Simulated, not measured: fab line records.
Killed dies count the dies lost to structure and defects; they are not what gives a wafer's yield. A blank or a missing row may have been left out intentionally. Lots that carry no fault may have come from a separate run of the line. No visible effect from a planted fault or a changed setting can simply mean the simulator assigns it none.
Matching of chambers ; flow n5Finfet ; 4 sister chambers for N5_BEOL_M3_ETCH_69 on rieDiel-02
The step etches SiARC in CF4, target depth 15.6 nm, time 26 s. 14 wafers are shown with their chamber, then 7 later ones without.

## WAFERS WITH THEIR CHAMBER
wafer;chamber;drypumpMotorCurrentA (A);throttleValvePct (%);showerheadPlenumPTorr (Torr)
L075.1;2;5.2;15.71;2.14
L075.2;1;5.4;15.27;2.18
L075.4;0;5.9;15.05;2.27
L079.1;1;5.4;15.26;2.17
L079.2;2;5.2;15.71;2.14
L079.3;3;5.8;15.69;2.22
L080.2;1;5.4;15.27;2.17
L080.5;2;5.2;15.70;2.14
L080.6;3;5.7;15.69;2.22
L082.2;3;5.8;15.72;2.22
L082.5;0;5.9;15.09;2.26
L082.6;1;5.4;15.30;2.17
L086.2;1;5.4;15.32;2.17
L086.5;2;5.2;15.74;2.13

SIGNATURES (means of the wafers above)
reading;chamber 0;chamber 1;chamber 2;chamber 3;scatter within a chamber
drypumpMotorCurrentA;5.900;5.400;5.200;5.767;0.0258
throttleValvePct;15.0700;15.2840;15.7150;15.7000;0.022
showerheadPlenumPTorr;2.2650;2.1720;2.1375;2.2200;0.00453
Rule: for each reading, subtract the chamber's mean from the wafer's reading, divide by that reading's scatter and square the result; add these up over the readings and take the root, which gives the wafer's distance from the chamber. The wafer belongs to the nearest chamber; if the next one is less than 2 further off, it can't be placed. The scatter is the square root of a quotient: the sum, over the shown wafers, of each reading's squared deviation from its chamber's mean, divided by wafers minus chambers.

## WAFERS WITH NO CHAMBER GIVEN
wafer;drypumpMotorCurrentA (A);throttleValvePct (%);showerheadPlenumPTorr (Torr)
L086.6;5.8;15.70;2.22
L089.1;5.2;15.75;2.13
L089.3;5.9;15.12;2.26
L089.6;5.4;15.30;2.17
L091.1;5.9;15.13;2.26
L091.5;5.8;15.72;2.22
L091.6;5.2;15.75;2.13

## WHICH CHAMBER EACH ONE RAN IN
wafer;from the rows above;in truth
L086.6;3;3
L089.1;2;2
L089.3;0;0
L089.6;1;1
L091.1;0;0
L091.5;3;3
L091.6;2;2
Correctly placed: 7 of 7. From these rows, 0 cannot be placed. Number placed wrongly: 0.
